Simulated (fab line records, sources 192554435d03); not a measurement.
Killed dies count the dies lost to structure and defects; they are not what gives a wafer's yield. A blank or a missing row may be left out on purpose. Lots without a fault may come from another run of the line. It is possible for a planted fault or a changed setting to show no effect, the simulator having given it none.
The tool behind it: which one? + flow n5_finfet + route of 1938 steps, sampled at 1 step: 10 lots, 30 wafers

WHAT EACH GAUGE READ, for each wafer
N5_BEOL_M4_RC_MEAS_101.
| lot  | measured     | on        | DIBL_N (mV/V)  |
|------|--------------|-----------|----------------|
| L594 | day 8 17:01  | prober-01 | 34.4 33.4 35.9 |
| L597 | day 9 10:15  | prober-02 | 37.4 38.0 35.2 |
| L598 | day 9 13:08  | prober-02 | 39.4 35.0 35.1 |
| L604 | day 10 13:31 | prober-01 | 42.0 39.3 40.1 |
| L606 | day 11 14:58 | prober-02 | 40.0 37.1 36.7 |
| L608 | day 11 21:05 | prober-02 | 38.8 36.3 38.8 |
| L605 | day 11 22:16 | prober-01 | 42.6 39.3 40.7 |
| L607 | day 12 04:55 | prober-01 | 37.5 39.4 38.5 |
| L609 | day 12 07:14 | prober-02 | 34.8 36.9 35.8 |
| L611 | day 14 04:46 | prober-01 | 36.4 36.9 35.1 |

WHAT TOOL EACH LOT RAN ON (gives the tool, then ch and the chambers of the sampled wafers, and finally the start)
No process step before these readings appears in the record.

THE ANSWER, worked out from the rows above alone
Rule: the lots themselves supply what counts as usual. Put in order of their means at a reading, lots are off if they are a third of the lots or fewer, leave a main group of 4 or more, and stand apart from it by a gap of 3 or more times the standard deviation of the main group's means; of several such gaps the widest counts. Not used: any main group whose means are identical at the precision the tables above print for the reading. Also off: a lot with no number at a reading for which 4 or more lots have one. The other lots that the step has rows for count as sound.
No lot is off at any reading shown: from this, nothing can be told.

WHAT HAD BEEN PUT IN BY THE SIMULATOR
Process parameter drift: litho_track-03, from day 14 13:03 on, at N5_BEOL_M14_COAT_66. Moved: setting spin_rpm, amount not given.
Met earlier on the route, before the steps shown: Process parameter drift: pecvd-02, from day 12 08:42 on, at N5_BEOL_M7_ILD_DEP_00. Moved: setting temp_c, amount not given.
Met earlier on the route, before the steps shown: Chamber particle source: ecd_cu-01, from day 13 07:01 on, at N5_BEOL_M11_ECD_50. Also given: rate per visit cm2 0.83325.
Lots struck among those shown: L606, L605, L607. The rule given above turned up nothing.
